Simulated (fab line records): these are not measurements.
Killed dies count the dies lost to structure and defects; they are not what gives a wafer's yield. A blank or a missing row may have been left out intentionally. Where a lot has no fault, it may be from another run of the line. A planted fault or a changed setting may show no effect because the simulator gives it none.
Tool commonality check	flow nand-harc	1 lot, 3 wafers sampled

== REASON IT WAS OPENED ==
At NHARC_END_SORT_01 the reading killed-at-periphery is flagged on 1 of 1 lot. Wafers without a fault read 3.7, standard deviation 2.6.
Rule: a lot is flagged when every wafer of it that has a number lies more than 4 standard deviations from that mean, or none has a number. As for the other lots, they are considered sound.

lot	measured	on	killed-at-periphery, wafer by wafer	flag
L659	day 28 07:16	prober-01	25 34 70	FLAGGED
On average the flagged lots' numbers are 43.0, which is +39.3 against the usual, or +15 standard deviations.

== TOOL THAT RAN EACH LOT ==
3 process steps preceding the reading are held in the record, out of 1302 steps in the route. In each cell: the tool, then ch and the chambers that the sampled wafers went through, then the start.
lot	flag	NHARC_P_GATE_STRIP_96	NHARC_A_BONDPAD_DESCUM_11	NHARC_A_BONDPAD_ETCH_34
L659	FLAGGED	wet-bench-07 ch 0,1,7, day 9 15:49	rie-diel-07 ch 0,2,3, day 26 22:19	rie-diel-07 ch 1,2,3, day 26 22:23
What the steps here do:
- NHARC_P_GATE_STRIP_96: strips in SPM, time 900 s.
- NHARC_A_BONDPAD_DESCUM_11: chemistry O2, time 3 s.
- NHARC_A_BONDPAD_ETCH_34: etches the open film in N2/H2, target depth 60 nm, overetch 18 nm, time 65.91 s.
- NHARC_END_SORT_01

== FLAGGED AGAINST TOTAL, ONE TOOL AT A TIME (gauges that did the reading follow at the end) ==
step	tool	lots run	flagged	share of the flagged lots	sound lots run after its first flagged lot
NHARC_P_GATE_STRIP_96	wet-bench-07	1	1	all	0
NHARC_A_BONDPAD_DESCUM_11	rie-diel-07	1	1	all	0
NHARC_A_BONDPAD_ETCH_34	rie-diel-07	1	1	all	0
NHARC_END_SORT_01	prober-01	1	1	all	0

== WHAT IS ALLOWED BY THE TABLE ==
4 rows of the table ran every flagged lot: wet-bench-07 at NHARC_P_GATE_STRIP_96, rie-diel-07 at NHARC_A_BONDPAD_DESCUM_11, rie-diel-07 at NHARC_A_BONDPAD_ETCH_34, prober-01 at NHARC_END_SORT_01.
- wet-bench-07 at NHARC_P_GATE_STRIP_96: 1 of its 1 lot flagged. In this sample it ran no sound lot ahead of its first flagged lot, so there is no way to narrow down the start.
- rie-diel-07 at NHARC_A_BONDPAD_DESCUM_11: 1 of its 1 lot flagged. In this sample it ran no sound lot ahead of its first flagged lot, so there is no way to narrow down the start.
- rie-diel-07 at NHARC_A_BONDPAD_ETCH_34: 1 of its 1 lot flagged. In this sample it ran no sound lot ahead of its first flagged lot, so there is no way to narrow down the start.
- prober-01 at NHARC_END_SORT_01: 1 of its 1 lot flagged. In this sample it ran no sound lot ahead of its first flagged lot, so there is no way to narrow down the start.
A lot count leaves these 3 tools indistinguishable: every one of them fits a fault beginning at some hour. More lots, or a look at what each step does to the wafer, might.

== WHAT WAS PUT IN BY THE SIMULATOR ==
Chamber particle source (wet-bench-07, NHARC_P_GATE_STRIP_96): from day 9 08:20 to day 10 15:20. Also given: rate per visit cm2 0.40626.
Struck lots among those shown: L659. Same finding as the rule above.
